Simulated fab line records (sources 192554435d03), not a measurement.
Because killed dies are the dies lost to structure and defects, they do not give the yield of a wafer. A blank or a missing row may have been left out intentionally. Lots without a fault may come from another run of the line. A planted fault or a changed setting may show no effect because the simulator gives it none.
fab line records | flow n5Finfet | part 2 of 2: steps 20 to 30 of 30
record: lots: 5 | wafers: 15 | lastDay: 18
route steps=1938 shown BEOL_M5@1154
lots with no fault: from the same line, run without faults
startH: hours from the record's first day to the start of the lot's first wafer shown | waitH: how many hours have passed since the lot's step before this one | " as in the row above | L1.1+2: a single row standing in for several wafers | - either no value or no given start | * or withheld: withheld | < > ~ a bound
route shown NAME@n: a module of which the file shows steps, and the number in the route of the first | usual: mean/standard deviation taken from wafers without a fault | same: alike in all rows | chamber/n: place in a boat | sites: per-site readings | _std_site: the standard deviation of these | _edge_site: the outer-site mean with the inner-site mean subtracted | radiusMm: how far each site lies from the wafer's centre | mask NAME#n: copy n | behind: the last tool/chamber to shape the wafer | hold: cause of the lot's hold/its duration in hours/its outcome | device: whichever transistor did not switch (one of n, p or np) | end of line: the route-end tests of the same wafers | step lacking rows: just its recipe | killed: the dies lost at the first sort to structure and to defects; this is not the yield of the wafer | map: the dies of a wafer, with x for killed, . for not killed, _ for no die there
set.NAME: setting as actually run; set.NAME@STEP: the setting as run at that earlier step | model.NAME: the simulator's own value behind a step, which no gauge read
certain route steps with their lots: each step a table, each wafer a row
services: when a tool's chamber went out of use (startH, in hours from the record's first day, below 0 if earlier), for how many hours, and the reason
== steps ==
step: N5_BEOL_M5_SURFACE_TREAT_87
recipe: gas: Ar | timeS: * | ionEnergyEv: * | ionCurrentMaCm2: 0.5 | pressureMtorr: * | arFlowSccm: 30
usual: throttleValvePct: *
lot.wafer | tool          | chamber | startH | waitH | throttleValvePct
L085.1    | pvdSputter-02 | -       | 241.00 | 0.1   | *
L085.2    | "             | -       | "      | "     | *
L085.4    | "             | -       | "      | "     | *
L090.2    | pvdSputter-01 | -       | 285.31 | 0.2   | *
L090.4    | "             | -       | "      | "     | *
L090.6    | "             | -       | "      | "     | *
L092.1    | pvdSputter-01 | -       | 298.06 | 0.1   | *
L092.2    | "             | -       | "      | "     | *
L092.5    | "             | -       | "      | "     | *
L094.2    | pvdSputter-02 | -       | 312.00 | 0.2   | *
L094.3    | "             | -       | "      | "     | *
L094.4    | "             | -       | "      | "     | *
L096.2    | pvdSputter-03 | -       | 318.87 | 0.2   | *
L096.3    | "             | -       | "      | "     | *
L096.4    | "             | -       | "      | "     | *
step: N5_BEOL_M5_CVD_47
recipe: material: Co | targetThkA: 30 | tempC: withheld | precursor: CCTBA/H2 | pressureTorr: 30 | timeS: 216
lot.wafer  | tool     | chamber | startH | waitH
L085.1+2+4 | cvdCo-02 | 0,2,2   | 241.07 | 0.0
L090.2+4+6 | cvdCo-02 | 1,2,0   | 285.37 | 0.0
L092.1+2+5 | cvdCo-02 | 1,2,1   | 298.33 | 0.2
L094.2+3+4 | cvdCo-02 | 1,1,2   | 312.06 | 0.0
L096.2+3+4 | cvdCo-01 | 1,2,0   | 318.93 | 0.0
step: N5_BEOL_M5_SPUTTER_48
recipe: material: Cu | targetThkA: 150 | tempC: -20 | chamberPressurePa: 0.07 | powerW: withheld | timeS: 27.62
usual: throttleValvePct: 30.3/1.3
lot.wafer | tool          | chamber | startH | waitH | throttleValvePct
L085.1    | pvdSputter-02 | -       | 241.29 | 0.2   | 30.2
L085.2    | "             | -       | "      | "     | 30.4
L085.4    | "             | -       | "      | "     | 31.2
L090.2    | pvdSputter-01 | -       | 285.55 | 0.1   | 31.5
L090.4    | "             | -       | "      | "     | 30.2
L090.6    | "             | -       | "      | "     | 31.8
L092.1    | pvdSputter-01 | -       | 300.02 | 1.6   | 28.5
L092.2    | "             | -       | "      | "     | 31.6
L092.5    | "             | -       | "      | "     | 31.5
L094.2    | pvdSputter-03 | -       | 312.36 | 0.2   | 28.9
L094.3    | "             | -       | "      | "     | 31.5
L094.4    | "             | -       | "      | "     | 32.3
L096.2    | pvdSputter-01 | -       | 319.09 | 0.1   | 30.1
L096.3    | "             | -       | "      | "     | 32.0
L096.4    | "             | -       | "      | "     | 28.2
step: N5_BEOL_M5_ANNEAL_49
recipe: tempC: 400 | timeS: 1800 | ambient: vacuum
usual: heaterPowerW: 823/100
lot.wafer | tool          | chamber | startH | waitH | heaterPowerW
L085.1    | pvdSputter-02 | -       | 241.37 | 0.0   | 784
L085.2    | "             | -       | "      | "     | 1091
L085.4    | "             | -       | "      | "     | 736
L090.2    | pvdSputter-01 | -       | 285.63 | 0.0   | 921
L090.4    | "             | -       | "      | "     | 812
L090.6    | "             | -       | "      | "     | 778
L092.1    | pvdSputter-01 | -       | 300.10 | 0.0   | 735
L092.2    | "             | -       | "      | "     | 935
L092.5    | "             | -       | "      | "     | 922
L094.2    | pvdSputter-03 | -       | 312.44 | 0.0   | 939
L094.3    | "             | -       | "      | "     | 721
L094.4    | "             | -       | "      | "     | 864
L096.2    | pvdSputter-01 | -       | 319.17 | 0.0   | 829
L096.3    | "             | -       | "      | "     | 820
L096.4    | "             | -       | "      | "     | 760
step: N5_BEOL_M5_SPUTTER_81
recipe: material: Cu | targetThkA: 150 | tempC: -20 | chamberPressurePa: 0.07 | powerW: withheld | timeS: 27.62
usual: throttleValvePct: 30.3/1.3
lot.wafer | tool          | chamber | startH | waitH | throttleValvePct
L085.1    | pvdSputter-02 | -       | 242.37 | 0.5   | 30.2
L085.2    | "             | -       | "      | "     | 30.9
L085.4    | "             | -       | "      | "     | 30.8
L090.2    | pvdSputter-01 | -       | 286.63 | 0.5   | 31.7
L090.4    | "             | -       | "      | "     | 30.3
L090.6    | "             | -       | "      | "     | 31.9
L092.1    | pvdSputter-01 | -       | 301.11 | 0.5   | 28.4
L092.2    | "             | -       | "      | "     | 31.4
L092.5    | "             | -       | "      | "     | 31.4
L094.2    | pvdSputter-03 | -       | 313.45 | 0.5   | 29.0
L094.3    | "             | -       | "      | "     | 31.3
L094.4    | "             | -       | "      | "     | 32.2
L096.2    | pvdSputter-01 | -       | 320.17 | 0.5   | 30.2
L096.3    | "             | -       | "      | "     | 32.1
L096.4    | "             | -       | "      | "     | 28.7
step: N5_BEOL_M5_ANNEAL_82
recipe: tempC: 400 | timeS: 1800 | ambient: vacuum
usual: heaterPowerW: 824/100
lot.wafer | tool          | chamber | startH | waitH | heaterPowerW
L085.1    | pvdSputter-02 | -       | 242.45 | 0.0   | 785
L085.2    | "             | -       | "      | "     | 1087
L085.4    | "             | -       | "      | "     | 731
L090.2    | pvdSputter-01 | -       | 286.71 | 0.0   | 937
L090.4    | "             | -       | "      | "     | 806
L090.6    | "             | -       | "      | "     | 793
L092.1    | pvdSputter-01 | -       | 301.19 | 0.0   | 777
L092.2    | "             | -       | "      | "     | 954
L092.5    | "             | -       | "      | "     | 938
L094.2    | pvdSputter-03 | -       | 313.53 | 0.0   | 948
L094.3    | "             | -       | "      | "     | 697
L094.4    | "             | -       | "      | "     | 898
L096.2    | pvdSputter-01 | -       | 320.25 | 0.0   | 785
L096.3    | "             | -       | "      | "     | 806
L096.4    | "             | -       | "      | "     | 744
step: N5_BEOL_M5_SPUTTER_83
recipe: material: Cu | targetThkA: 150 | tempC: -20 | chamberPressurePa: 0.07 | powerW: withheld | timeS: 27.62
usual: throttleValvePct: 30.3/1.3
lot.wafer | tool          | chamber | startH | waitH | throttleValvePct
L085.1    | pvdSputter-02 | -       | 243.46 | 0.5   | 30.2
L085.2    | "             | -       | "      | "     | 30.6
L085.4    | "             | -       | "      | "     | 30.7
L090.2    | pvdSputter-01 | -       | 287.72 | 0.5   | 31.5
L090.4    | "             | -       | "      | "     | 30.2
L090.6    | "             | -       | "      | "     | 32.0
L092.1    | pvdSputter-01 | -       | 302.20 | 0.5   | 28.4
L092.2    | "             | -       | "      | "     | 31.8
L092.5    | "             | -       | "      | "     | 31.5
L094.2    | pvdSputter-03 | -       | 314.53 | 0.5   | 29.0
L094.3    | "             | -       | "      | "     | 31.5
L094.4    | "             | -       | "      | "     | 32.3
L096.2    | pvdSputter-01 | -       | 321.26 | 0.5   | 30.2
L096.3    | "             | -       | "      | "     | 31.9
L096.4    | "             | -       | "      | "     | 28.4
step: N5_BEOL_M5_ANNEAL_84
recipe: tempC: 400 | timeS: 1800 | ambient: vacuum
usual: heaterPowerW: 822/100
lot.wafer | tool          | chamber | startH | waitH | heaterPowerW
L085.1    | pvdSputter-02 | -       | 243.54 | 0.0   | 770
L085.2    | "             | -       | "      | "     | 1070
L085.4    | "             | -       | "      | "     | 732
L090.2    | pvdSputter-01 | -       | 287.80 | 0.0   | 943
L090.4    | "             | -       | "      | "     | 793
L090.6    | "             | -       | "      | "     | 818
L092.1    | pvdSputter-01 | -       | 302.28 | 0.0   | 739
L092.2    | "             | -       | "      | "     | 938
L092.5    | "             | -       | "      | "     | 940
L094.2    | pvdSputter-03 | -       | 314.61 | 0.0   | 959
L094.3    | "             | -       | "      | "     | 702
L094.4    | "             | -       | "      | "     | 877
L096.2    | pvdSputter-01 | -       | 321.34 | 0.0   | 808
L096.3    | "             | -       | "      | "     | 800
L096.4    | "             | -       | "      | "     | 758
step: N5_BEOL_M5_SPUTTER_88
recipe: material: Cu | targetThkA: 150 | tempC: -20 | chamberPressurePa: 0.07 | powerW: withheld | timeS: 27.62
usual: throttleValvePct: 30.4/1.3
lot.wafer | tool          | chamber | startH | waitH | throttleValvePct
L085.1    | pvdSputter-02 | -       | 244.55 | 0.5   | 30.0
L085.2    | "             | -       | "      | "     | 30.8
L085.4    | "             | -       | "      | "     | 30.8
L090.2    | pvdSputter-01 | -       | 288.81 | 0.5   | 31.4
L090.4    | "             | -       | "      | "     | 30.3
L090.6    | "             | -       | "      | "     | 32.3
L092.1    | pvdSputter-01 | -       | 303.28 | 0.5   | 28.4
L092.2    | "             | -       | "      | "     | 31.2
L092.5    | "             | -       | "      | "     | 31.6
L094.2    | pvdSputter-03 | -       | 315.62 | 0.5   | 29.0
L094.3    | "             | -       | "      | "     | 31.4
L094.4    | "             | -       | "      | "     | 31.9
L096.2    | pvdSputter-01 | -       | 322.35 | 0.5   | 30.3
L096.3    | "             | -       | "      | "     | 31.8
L096.4    | "             | -       | "      | "     | 28.4
step: N5_BEOL_M5_ANNEAL_89
recipe: tempC: 400 | timeS: 1800 | ambient: vacuum
usual: heaterPowerW: 821/100
lot.wafer | tool          | chamber | startH | waitH | heaterPowerW
L085.1    | pvdSputter-02 | -       | 244.63 | 0.0   | 783
L085.2    | "             | -       | "      | "     | 1073
L085.4    | "             | -       | "      | "     | 742
L090.2    | pvdSputter-01 | -       | 288.89 | 0.0   | 932
L090.4    | "             | -       | "      | "     | 825
L090.6    | "             | -       | "      | "     | 785
L092.1    | pvdSputter-01 | -       | 303.36 | 0.0   | 761
L092.2    | "             | -       | "      | "     | 940
L092.5    | "             | -       | "      | "     | 923
L094.2    | pvdSputter-03 | -       | 315.70 | 0.0   | 949
L094.3    | "             | -       | "      | "     | 708
L094.4    | "             | -       | "      | "     | 913
L096.2    | pvdSputter-01 | -       | 322.43 | 0.0   | 790
L096.3    | "             | -       | "      | "     | 813
L096.4    | "             | -       | "      | "     | 758
step: N5_BEOL_M5_SPUTTER_90
recipe: material: Cu | targetThkA: 45 | tempC: -20 | chamberPressurePa: 0.07 | powerW: withheld | timeS: 8.29
usual: throttleValvePct: 30.4/1.3
lot.wafer | tool          | chamber | startH | waitH | throttleValvePct
L085.1    | pvdSputter-02 | -       | 245.63 | 0.5   | 30.3
L085.2    | "             | -       | "      | "     | 30.6
L085.4    | "             | -       | "      | "     | 31.2
L090.2    | pvdSputter-01 | -       | 289.89 | 0.5   | 31.1
L090.4    | "             | -       | "      | "     | 30.1
L090.6    | "             | -       | "      | "     | 32.1
L092.1    | pvdSputter-01 | -       | 304.37 | 0.5   | 28.4
L092.2    | "             | -       | "      | "     | 31.2
L092.5    | "             | -       | "      | "     | 31.4
L094.2    | pvdSputter-03 | -       | 316.71 | 0.5   | 29.0
L094.3    | "             | -       | "      | "     | 31.6
L094.4    | "             | -       | "      | "     | 32.4
L096.2    | pvdSputter-01 | -       | 323.43 | 0.5   | 30.3
L096.3    | "             | -       | "      | "     | 31.8
L096.4    | "             | -       | "      | "     | 28.4
== services ==
tool        | chamber | startH | hours | kind
uvCure-03   | -       | 215.20 | 9.7   | repair
cvdCo-02    | -       | 215.45 | 1.5   | repair
uvCure-03   | -       | 224.93 | 2.1   | pm
uvCure-03   | -       | 233.21 | 6.0   | pm
aldMetal-03 | 2       | 235.99 | 3.8   | repair
cvdCo-02    | 1       | 240.53 | 10.1  | repair
uvCure-01   | -       | 250.82 | 9.8   | repair
rieDiel-02  | 3       | 264.08 | 11.4  | repair
rieDiel-02  | -       | 271.71 | 2.8   | pm
aldMetal-03 | -       | 272.48 | 2.8   | pm
cvdCo-02    | 0       | 290.57 | 66.4  | repair
cvdCo-01    | -       | 298.11 | 6.9   | pm
rieDiel-02  | -       | 300.28 | 4.0   | repair
rieDiel-02  | 0       | 322.58 | 9.6   | repair
